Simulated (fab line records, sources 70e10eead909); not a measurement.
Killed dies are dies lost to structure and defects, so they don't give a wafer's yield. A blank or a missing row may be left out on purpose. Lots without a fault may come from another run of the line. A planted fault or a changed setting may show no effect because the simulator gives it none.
Chamber matching | flow nand_harc | NHARC_A_CONTACT_ETCH_110 on rie_diel-03: 4 sister chambers
The step etches the open film in CF4/O2, target depth 50 nm, overetch 5 nm, time 27.5 s. 4 wafers are shown with their chamber, then 8 later ones without.

WAFERS WITH THEIR CHAMBER
wafer  | chamber | showerhead_plenum_p_Torr (Torr)
L091.2 | 3       | 1.31
L091.3 | 0       | 1.35
L091.4 | 1       | 1.28
L094.1 | 2       | 1.35

WAFERS WITHOUT THEIR CHAMBER
wafer  | showerhead_plenum_p_Torr (Torr)
L094.2 | 1.28
L094.3 | 1.35
L095.2 | 1.30
L095.4 | 1.28
L095.6 | 1.30
L096.2 | 1.30
L096.3 | 1.28
L096.4 | 1.35

WHICH CHAMBER EACH WENT THROUGH
wafer  | from the rows above     | in truth
L094.2 | 1                       | 1
L094.3 | can't be placed: 0 or 2 | 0
L095.2 | can't be placed: 3 or 1 | 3
L095.4 | 1                       | 1
L095.6 | can't be placed: 3 or 1 | 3
L096.2 | can't be placed: 3 or 1 | 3
L096.3 | 1                       | 1
L096.4 | can't be placed: 0 or 2 | 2
Placed correctly: 3 of 8. Can't be placed from these rows: 5 (the true chamber is among the candidates in 5). Placed wrongly: 0.
How it was worked out, from the rows above alone: a wafer's distance from a chamber is the root of the sum, over the readings, of the square of ((its reading less the chamber's mean) divided by the reading's scatter). The wafer belongs to the nearest chamber; if the next one is less than 2 further off, it can't be placed. A chamber's mean is the mean of its shown wafers. The scatter: with one shown wafer a chamber, the root of the mean of the squares of how far each hidden wafer lies from its nearest shown one.
